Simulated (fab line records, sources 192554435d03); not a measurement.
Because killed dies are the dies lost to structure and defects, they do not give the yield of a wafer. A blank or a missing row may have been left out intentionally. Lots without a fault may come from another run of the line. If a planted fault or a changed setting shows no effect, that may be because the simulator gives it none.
Code-filled problem report in 8D (eight disciplines) form :: flow n5_finfet :: the parts of the form that need people (team, actions taken, sign-off) are left out

## 1. PROBLEM STATEMENT
M12_ILD_THK at N5_BEOL_M12_THK_MEAS_01 reads a mean of 922 nm on 2 wafers of 2 lots; wafers without a fault read 660 nm with a standard deviation of 8.2. That is +32 standard deviations from the usual mean.
Earliest sighting: wafer L232.3 on film_metro-02 at day 16 22:33. At this step, 10 wafers from 4 lots have a number in the record. By rule, "out" or "out of limits" means more than 4 standard deviations away from the usual mean. Any other wafer with a number is counted as sound.

## 2. WHAT IT IS, WHAT IT ISN'T
question: which readings at this step
is: M12_ILD_THK
is not: -

question: which lots
is: L232, L233
is not: L219, L234

question: which wafers of those lots
is: L232.3, L233.1
is not: L232.4, L233.4

question: read on which gauges
is: film_metro-02
is not: film_metro-01

question: when
is: from day 16 22:33
is not: up to then (7 sound wafers); but 1 sound wafer of L233 came after

## 3. THE SUSPECTS, EACH WITH WHAT RULES IT OUT
Counting: any tool at a process step up to the reading remains a suspect provided it ran every lot that is out. Sound lots after the first of them don't rule it out here, since some wafers of a struck lot are sound.
- the gauge at N5_BEOL_M12_THK_MEAS_01: ruled out. All the wafers that are out were read on film_metro-02, but those of them that N5_BEOL_M12_STRIP_63 has rows for are out there too, on other tools.
- pecvd-03 at N5_BEOL_M12_ILD_DEP_00 (deposits SiOC from DEMS/O2, target thk 658.92 nm, time 130.7 s): kept. Ran every lot that is out, first one L232 (day 16 22:25); last sound lot up to then L219 (day 12 11:34).
Remaining after the count: pecvd-03 at N5_BEOL_M12_ILD_DEP_00.

## 4. THE CAUSE (what the simulator had put in)
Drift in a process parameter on pecvd-03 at N5_BEOL_M12_ILD_DEP_00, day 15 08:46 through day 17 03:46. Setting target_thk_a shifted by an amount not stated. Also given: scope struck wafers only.
Counting left only this tool.

## 5. SEQUENCE OF EFFECTS, ordered by route
Each row: a reading where the mean over the struck wafers with a number is more than 3 standard deviations away from the usual. Only readings for which the record gives a usual standard deviation are gone through. hours: the time from each lot's start at the first step in this table that gives one to its start at this step, as a median over the lots. sigmas: the change in usual standard deviations.
hours: 0
step: N5_BEOL_M12_THK_MEAS_01
reading: M12_ILD_THK
usual: 660 nm
on struck wafers: 922
change: +262
sigmas: +32

hours: 1
step: N5_BEOL_M12_STRIP_63
reading: oes_product_au
usual: 0.693 a.u.
on struck wafers: 0.659
change: -0.033
sigmas: -7.1

hours: 1
step: N5_BEOL_M12_STRIP_63
reading: strip_time_to_endpoint_s
usual: 42.3 s
on struck wafers: 20.5
change: -21.8
sigmas: -29
Its process steps:
- N5_BEOL_M12_STRIP_63: strips in N2/H2.

## 6. WHAT WOULD HAVE CAUGHT IT SOONER
38 hours passed between the start of the fault at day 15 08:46 and the first reading out of limits at a measuring or inspecting step in this record, taken at day 16 22:33.
Tool readings at N5_BEOL_M12_ILD_DEP_00 with a usual standard deviation given in the record: none out on any struck wafer, hence no alarm at a limit of 4 standard deviations on them.
Lots out: 2; of these, L233 started N5_BEOL_M12_ILD_DEP_00 on pecvd-03 after day 16 22:33. Holding the tool at that time would have saved it.
